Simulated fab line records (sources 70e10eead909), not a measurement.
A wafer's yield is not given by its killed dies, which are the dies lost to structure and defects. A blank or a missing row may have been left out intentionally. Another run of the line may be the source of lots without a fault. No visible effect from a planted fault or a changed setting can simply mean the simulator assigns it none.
What tool caused it? :: flow nand_harc :: 12 lots with 36 wafers sampled at 5 steps, on a route of 1159 steps

WHAT THE GAUGES SHOWED, per wafer
NHARC_END_SORT_01. Usual: killed_at_array 26, standard deviation 10; killed_at_other 0.8, standard deviation 1.1; killed_at_periphery 3.3, standard deviation 2.6; killed_dies 30, standard deviation 11; killed_open 3.4, standard deviation 1.8; killed_short 2.0, standard deviation 1.3.
lot: L512
measured: day 19 15:52
on: prober-01
killed_at_array: 17 27 28
killed_at_other: 1 1 3
killed_at_periphery: 3 1 3
killed_dies: 21 29 34
killed_open: 1 3 3
killed_short: 1 2 3
flag: 

lot: L515
measured: day 20 01:37
on: prober-02
killed_at_array: 21 25 23
killed_at_other: 1 0 0
killed_at_periphery: 4 3 2
killed_dies: 26 28 25
killed_open: 2 6 4
killed_short: 4 1 3
flag: 

lot: L516
measured: day 20 09:34
on: prober-02
killed_at_array: 17 10 19
killed_at_other: 1 0 0
killed_at_periphery: 1 4 4
killed_dies: 19 14 23
killed_open: 1 0 5
killed_short: 1 3 3
flag: 

lot: L517
measured: day 21 18:59
on: prober-02
killed_at_array: 22 41 29
killed_at_other: 0 1 0
killed_at_periphery: 2 4 3
killed_dies: 24 46 32
killed_open: 0 2 3
killed_short: 0 4 3
flag: 

lot: L522
measured: day 22 02:49
on: prober-01
killed_at_array: 28 32 42
killed_at_other: 0 0 1
killed_at_periphery: 3 3 1
killed_dies: 31 35 44
killed_open: 4 3 5
killed_short: 3 3 3
flag: 

lot: L524
measured: day 21 18:59
on: prober-01
killed_at_array: 15 9 15
killed_at_other: 0 0 0
killed_at_periphery: 1 1 5
killed_dies: 16 10 20
killed_open: 6 4 6
killed_short: 0 0 3
flag: 

lot: L526
measured: day 22 02:50
on: prober-02
killed_at_array: 31 28 34
killed_at_other: 0 0 1
killed_at_periphery: 1 0 1
killed_dies: 32 28 36
killed_open: 3 4 5
killed_short: 0 3 1
flag: 

TOOL THAT RAN EACH LOT (tool first, then ch and the chambers of the sampled wafers, then the start)
lot: L512
NHARC_A_WL_FILL_ETCHBACK_26: rie_si-01 ch 0,1,3, day 16 00:05
NHARC_A_WL_FILL_CVD_20: cvd_w-01 ch 0,1, day 16 09:43 or earlier
NHARC_A_CONTACT_EXPOSE_39: arfi_scanner-03 ch 0, day 16 09:43
NHARC_A_CONTACT_DESCUM_47: rie_diel-13 ch 1,2,3, day 16 10:08

lot: L513
NHARC_A_WL_FILL_ETCHBACK_26: rie_si-04 ch 1,3, day 16 00:05
NHARC_A_WL_FILL_CVD_20: cvd_w-02 ch 0,1, day 16 09:55 or earlier
NHARC_A_CONTACT_EXPOSE_39: arfi_scanner-02 ch 0, day 16 09:55
NHARC_A_CONTACT_DESCUM_47: rie_diel-13 ch 0,2,3, day 16 10:19

lot: L515
NHARC_A_WL_FILL_ETCHBACK_26: rie_si-03 ch 1,3, day 16 08:34
NHARC_A_WL_FILL_CVD_20: cvd_w-02 ch 0,1, day 16 20:37 or earlier
NHARC_A_CONTACT_EXPOSE_39: arfi_scanner-01 ch 0, day 16 20:37
NHARC_A_CONTACT_DESCUM_47: rie_diel-08 ch 0,2, day 16 20:56

lot: L514
NHARC_A_WL_FILL_ETCHBACK_26: rie_si-04 ch 1,2,3, day 16 11:07
NHARC_A_WL_FILL_CVD_20: cvd_w-01 ch 0,1, day 16 22:05 or earlier
NHARC_A_CONTACT_EXPOSE_39: arfi_scanner-01 ch 0, day 16 22:05
NHARC_A_CONTACT_DESCUM_47: rie_diel-08 ch 1,2,3, day 16 22:25

lot: L516
NHARC_A_WL_FILL_ETCHBACK_26: rie_si-04 ch 1,3, day 17 00:55
NHARC_A_WL_FILL_CVD_20: cvd_w-01 ch 0, day 17 10:25 or earlier
NHARC_A_CONTACT_EXPOSE_39: arfi_scanner-02 ch 0, day 17 10:25
NHARC_A_CONTACT_DESCUM_47: rie_diel-11 ch 0,1, day 17 10:44

lot: L518
NHARC_A_WL_FILL_ETCHBACK_26: rie_si-01 ch 0,1,3, day 17 13:47
NHARC_A_WL_FILL_CVD_20: cvd_w-02 ch 0,1, day 18 01:43 or earlier
NHARC_A_CONTACT_EXPOSE_39: arfi_scanner-03 ch 0, day 18 01:43
NHARC_A_CONTACT_DESCUM_47: rie_diel-11 ch 1,2, day 18 02:03

lot: L519
NHARC_A_WL_FILL_ETCHBACK_26: rie_si-03 ch 1,2, day 17 13:47
NHARC_A_WL_FILL_CVD_20: cvd_w-01 ch 1, day 18 03:54 or earlier
NHARC_A_CONTACT_EXPOSE_39: arfi_scanner-01 ch 0, day 18 03:54
NHARC_A_CONTACT_DESCUM_47: rie_diel-08 ch 0,2, day 18 04:14

lot: L517
NHARC_A_WL_FILL_ETCHBACK_26: rie_si-01 ch 1,3, day 18 04:50
NHARC_A_WL_FILL_CVD_20: cvd_w-01 ch 0,1, day 18 18:18 or earlier
NHARC_A_CONTACT_EXPOSE_39: arfi_scanner-01 ch 0, day 18 18:18
NHARC_A_CONTACT_DESCUM_47: rie_diel-13 ch 1,3, day 18 18:38

lot: L522
NHARC_A_WL_FILL_ETCHBACK_26: rie_si-04 ch 0,1,3, day 18 04:51
NHARC_A_WL_FILL_CVD_20: cvd_w-02 ch 0,1, day 18 18:00 or earlier
NHARC_A_CONTACT_EXPOSE_39: arfi_scanner-03 ch 0, day 18 18:00
NHARC_A_CONTACT_DESCUM_47: rie_diel-11 ch 0,2, day 18 18:21

lot: L524
NHARC_A_WL_FILL_ETCHBACK_26: rie_si-04 ch 0,2,3, day 18 11:58
NHARC_A_WL_FILL_CVD_20: cvd_w-01 ch 0,1, day 18 23:23 or earlier
NHARC_A_CONTACT_EXPOSE_39: arfi_scanner-01 ch 0, day 18 23:23
NHARC_A_CONTACT_DESCUM_47: rie_diel-11 ch 1,2,3, day 18 23:43

lot: L526
NHARC_A_WL_FILL_ETCHBACK_26: rie_si-03 ch 1,2, day 18 11:58
NHARC_A_WL_FILL_CVD_20: cvd_w-02 ch 0,1, day 19 00:09 or earlier
NHARC_A_CONTACT_EXPOSE_39: arfi_scanner-03 ch 0, day 19 00:09
NHARC_A_CONTACT_DESCUM_47: rie_diel-13 ch 0,2,3, day 19 00:28

lot: L523
NHARC_A_WL_FILL_ETCHBACK_26: rie_si-03 ch 0,2, day 18 20:31
NHARC_A_WL_FILL_CVD_20: cvd_w-01 ch 0,1, day 19 09:43 or earlier
NHARC_A_CONTACT_EXPOSE_39: arfi_scanner-03 ch 0, day 19 09:43
NHARC_A_CONTACT_DESCUM_47: rie_diel-08 ch 2,3, day 19 10:02
- NHARC_A_WL_FILL_ETCHBACK_26: etches the open film in HBr, target depth 52 nm, time 13.3 s.
- NHARC_A_WL_FILL_CVD_20: deposits W, target thk 75 nm, time 5064 s.
- NHARC_A_CONTACT_EXPOSE_39: exposes mask A CC 3.
- NHARC_A_CONTACT_DESCUM_47: chemistry O2, time 3 s.

WHAT THE TOOLS THEMSELVES READ (means of the sampled wafers that have a number; where no wafer has one, the mark that the record gives instead)
NHARC_A_WL_FILL_ETCHBACK_26. Usual: drypump_motor_current_A 5.8 A, standard deviation 0.41; oes_product_au 0.999 a.u., standard deviation 0.012; throttle_valve_pct 23.267 %, standard deviation 0.01.
lot: L512
tool: rie_si-01
drypump_motor_current_A (A): 5.5
oes_product_au (a.u.): 1.014
throttle_valve_pct (%): 23.264
flag: 

lot: L513
tool: rie_si-04
drypump_motor_current_A (A): 6.3
oes_product_au (a.u.): 1.009
throttle_valve_pct (%): 23.269
flag: 

lot: L515
tool: rie_si-03
drypump_motor_current_A (A): 5.6
oes_product_au (a.u.): 0.990
throttle_valve_pct (%): 23.263
flag: 

lot: L514
tool: rie_si-04
drypump_motor_current_A (A): 6.2
oes_product_au (a.u.): 1.005
throttle_valve_pct (%): 23.268
flag: 

lot: L516
tool: rie_si-04
drypump_motor_current_A (A): 6.3
oes_product_au (a.u.): 0.996
throttle_valve_pct (%): 23.261
flag: 

lot: L518
tool: rie_si-01
drypump_motor_current_A (A): 5.4
oes_product_au (a.u.): 1.011
throttle_valve_pct (%): 23.266
flag: 

lot: L519
tool: rie_si-03
drypump_motor_current_A (A): 5.5
oes_product_au (a.u.): 1.000
throttle_valve_pct (%): 23.263
flag: 

lot: L517
tool: rie_si-01
drypump_motor_current_A (A): 5.3
oes_product_au (a.u.): 1.008
throttle_valve_pct (%): 23.264
flag: 

lot: L522
tool: rie_si-04
drypump_motor_current_A (A): 6.0
oes_product_au (a.u.): 0.990
throttle_valve_pct (%): 23.257
flag: 

lot: L524
tool: rie_si-04
drypump_motor_current_A (A): 6.0
oes_product_au (a.u.): 1.002
throttle_valve_pct (%): 23.274
flag: 

lot: L526
tool: rie_si-03
drypump_motor_current_A (A): 5.5
oes_product_au (a.u.): 0.987
throttle_valve_pct (%): 23.263
flag: 

lot: L523
tool: rie_si-03
drypump_motor_current_A (A): 5.9
oes_product_au (a.u.): 0.995
throttle_valve_pct (%): 23.275
flag: 

NHARC_A_WL_FILL_CVD_20. Usual: heater_power_w 494 W, standard deviation 15; throttle_valve_pct 8.0 %, standard deviation 0.31.
lot: L512
tool: cvd_w-01
heater_power_w (W): 495
throttle_valve_pct (%): 8.0
flag: 

lot: L513
tool: cvd_w-02
heater_power_w (W): 497
throttle_valve_pct (%): 8.1
flag: 

lot: L515
tool: cvd_w-02
heater_power_w (W): 487
throttle_valve_pct (%): 8.0
flag: 

lot: L514
tool: cvd_w-01
heater_power_w (W): 492
throttle_valve_pct (%): 7.8
flag: 

lot: L516
tool: cvd_w-01
heater_power_w (W): 478
throttle_valve_pct (%): 7.8
flag: 

lot: L518
tool: cvd_w-02
heater_power_w (W): 492
throttle_valve_pct (%): 7.8
flag: 

lot: L519
tool: cvd_w-01
heater_power_w (W): 516
throttle_valve_pct (%): 8.4
flag: 

lot: L517
tool: cvd_w-01
heater_power_w (W): 501
throttle_valve_pct (%): 8.2
flag: 

lot: L522
tool: cvd_w-02
heater_power_w (W): 477
throttle_valve_pct (%): 7.8
flag: 

lot: L524
tool: cvd_w-01
heater_power_w (W): 506
throttle_valve_pct (%): 8.1
flag: 

lot: L526
tool: cvd_w-02
heater_power_w (W): 487
throttle_valve_pct (%): 7.8
flag: 

lot: L523
tool: cvd_w-01
heater_power_w (W): 506
throttle_valve_pct (%): 8.2
flag: 

NHARC_A_CONTACT_EXPOSE_39. Usual: exposure_dose_mJ_cm2 58.79, standard deviation 0.068; focus_offset_nm -0.1 nm, standard deviation 0.51.
lot: L512
tool: arfi_scanner-03
exposure_dose_mJ_cm2: 58.84
focus_offset_nm (nm): 0.4
flag: 

lot: L513
tool: arfi_scanner-02
exposure_dose_mJ_cm2: 58.86
focus_offset_nm (nm): 0.0
flag: 

lot: L515
tool: arfi_scanner-01
exposure_dose_mJ_cm2: 58.81
focus_offset_nm (nm): -0.1
flag: 

lot: L514
tool: arfi_scanner-01
exposure_dose_mJ_cm2: 58.68
focus_offset_nm (nm): 0.3
flag: 

lot: L516
tool: arfi_scanner-02
exposure_dose_mJ_cm2: 58.86
focus_offset_nm (nm): -0.0
flag: 

lot: L518
tool: arfi_scanner-03
exposure_dose_mJ_cm2: 58.84
focus_offset_nm (nm): 0.0
flag: 

lot: L519
tool: arfi_scanner-01
exposure_dose_mJ_cm2: 58.84
focus_offset_nm (nm): -0.4
flag: 

lot: L517
tool: arfi_scanner-01
exposure_dose_mJ_cm2: 58.78
focus_offset_nm (nm): -0.4
flag: 

lot: L522
tool: arfi_scanner-03
exposure_dose_mJ_cm2: 59.90
focus_offset_nm (nm): -0.3
flag: OFF

lot: L524
tool: arfi_scanner-01
exposure_dose_mJ_cm2: 58.67
focus_offset_nm (nm): 0.3
flag: 

lot: L526
tool: arfi_scanner-03
exposure_dose_mJ_cm2: 59.75
focus_offset_nm (nm): 0.7
flag: OFF

lot: L523
tool: arfi_scanner-03
exposure_dose_mJ_cm2: 59.47
focus_offset_nm (nm): -0.3
flag: OFF

NHARC_A_CONTACT_DESCUM_47. Usual: drypump_motor_current_A 5.8 A, standard deviation 0.42; oes_product_au 1.002 a.u., standard deviation 0.0086; rf_vpp_V 57.6 V, standard deviation 0.74; showerhead_plenum_p_Torr 1.89 Torr, standard deviation 0.056; throttle_valve_pct 11.311 %, standard deviation 0.008.
lot: L512
tool: rie_diel-13
drypump_motor_current_A (A): 5.5
oes_product_au (a.u.): 1.001
rf_vpp_V (V): 57.4
showerhead_plenum_p_Torr (Torr): 1.90
throttle_valve_pct (%): 11.314
flag: 

lot: L513
tool: rie_diel-13
drypump_motor_current_A (A): 5.5
oes_product_au (a.u.): 1.004
rf_vpp_V (V): 57.4
showerhead_plenum_p_Torr (Torr): 1.88
throttle_valve_pct (%): 11.311
flag: 

lot: L515
tool: rie_diel-08
drypump_motor_current_A (A): 6.0
oes_product_au (a.u.): 0.991
rf_vpp_V (V): 57.9
showerhead_plenum_p_Torr (Torr): 1.93
throttle_valve_pct (%): 11.303
flag: 

lot: L514
tool: rie_diel-08
drypump_motor_current_A (A): 5.9
oes_product_au (a.u.): 1.016
rf_vpp_V (V): 57.4
showerhead_plenum_p_Torr (Torr): 1.87
throttle_valve_pct (%): 11.310
flag: 

lot: L516
tool: rie_diel-11
drypump_motor_current_A (A): 6.2
oes_product_au (a.u.): 1.000
rf_vpp_V (V): 58.1
showerhead_plenum_p_Torr (Torr): 1.91
throttle_valve_pct (%): 11.311
flag: 

lot: L518
tool: rie_diel-11
drypump_motor_current_A (A): 6.2
oes_product_au (a.u.): 1.006
rf_vpp_V (V): 58.2
showerhead_plenum_p_Torr (Torr): 1.94
throttle_valve_pct (%): 11.307
flag: 

lot: L519
tool: rie_diel-08
drypump_motor_current_A (A): 5.8
oes_product_au (a.u.): 0.995
rf_vpp_V (V): 57.9
showerhead_plenum_p_Torr (Torr): 1.94
throttle_valve_pct (%): 11.307
flag: 

lot: L517
tool: rie_diel-13
drypump_motor_current_A (A): 5.3
oes_product_au (a.u.): 0.998
rf_vpp_V (V): 57.4
showerhead_plenum_p_Torr (Torr): 1.86
throttle_valve_pct (%): 11.317
flag: 

lot: L522
tool: rie_diel-11
drypump_motor_current_A (A): 5.8
oes_product_au (a.u.): 1.007
rf_vpp_V (V): 57.0
showerhead_plenum_p_Torr (Torr): 1.94
throttle_valve_pct (%): 11.320
flag: 

lot: L524
tool: rie_diel-11
drypump_motor_current_A (A): 6.0
oes_product_au (a.u.): 0.995
rf_vpp_V (V): 57.0
showerhead_plenum_p_Torr (Torr): 1.92
throttle_valve_pct (%): 11.310
flag: 

lot: L526
tool: rie_diel-13
drypump_motor_current_A (A): 5.6
oes_product_au (a.u.): 0.993
rf_vpp_V (V): 57.8
showerhead_plenum_p_Torr (Torr): 1.88
throttle_valve_pct (%): 11.311
flag: 

lot: L523
tool: rie_diel-08
drypump_motor_current_A (A): 5.7
oes_product_au (a.u.): 1.011
rf_vpp_V (V): 57.3
showerhead_plenum_p_Torr (Torr): 1.89
throttle_valve_pct (%): 11.313
flag: 

THE ANSWER, worked out from the rows above alone
Rule: a lot is off if the mean of its wafers that have a number lies more than 3 standard deviations from the usual mean. A lot without any number at a reading at which 4 lots or more have one is off too. All remaining lots with rows at the step are treated as sound. The gauges are gone through in route order, then the tools' own readings, and for those a lot's mean is taken as printed above. The first step at which some lot is off is used, and at that step the reading that is off furthest; a lot without a number counts as furthest.
Off, at NHARC_A_CONTACT_EXPOSE_39 on exposure_dose_mJ_cm2: L522, L526, L523.
A tool fits if, at that step or a process step before it, it ran every lot that is off, and no sound lot after the first of them. NHARC_A_WL_FILL_CVD_20: start missing for some lots; hours and lot order therefore follow NHARC_A_CONTACT_EXPOSE_39. One candidate fits, namely arfi_scanner-03 at NHARC_A_CONTACT_EXPOSE_39. Its last sound lot is L518 (day 18 01:43), its first lot that is off L522 (day 18 18:00): a fault that began between those two fits.
The tool's own readings at NHARC_A_CONTACT_EXPOSE_39 bear it out: on the lots that are off they differ by more than 5 times the standard deviation of the sound lots' means. exposure_dose_mJ_cm2 reads 59.71 there against 58.80 on the sound lots.

WHAT WAS PUT IN BY THE SIMULATOR
Drift in process parameters on arfi_scanner-03 at NHARC_A_CONTACT_EXPOSE_39, starting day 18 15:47. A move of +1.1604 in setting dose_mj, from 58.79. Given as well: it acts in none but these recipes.
Shown lots that were struck: L522, L526, L523. The rule above reached the same finding.
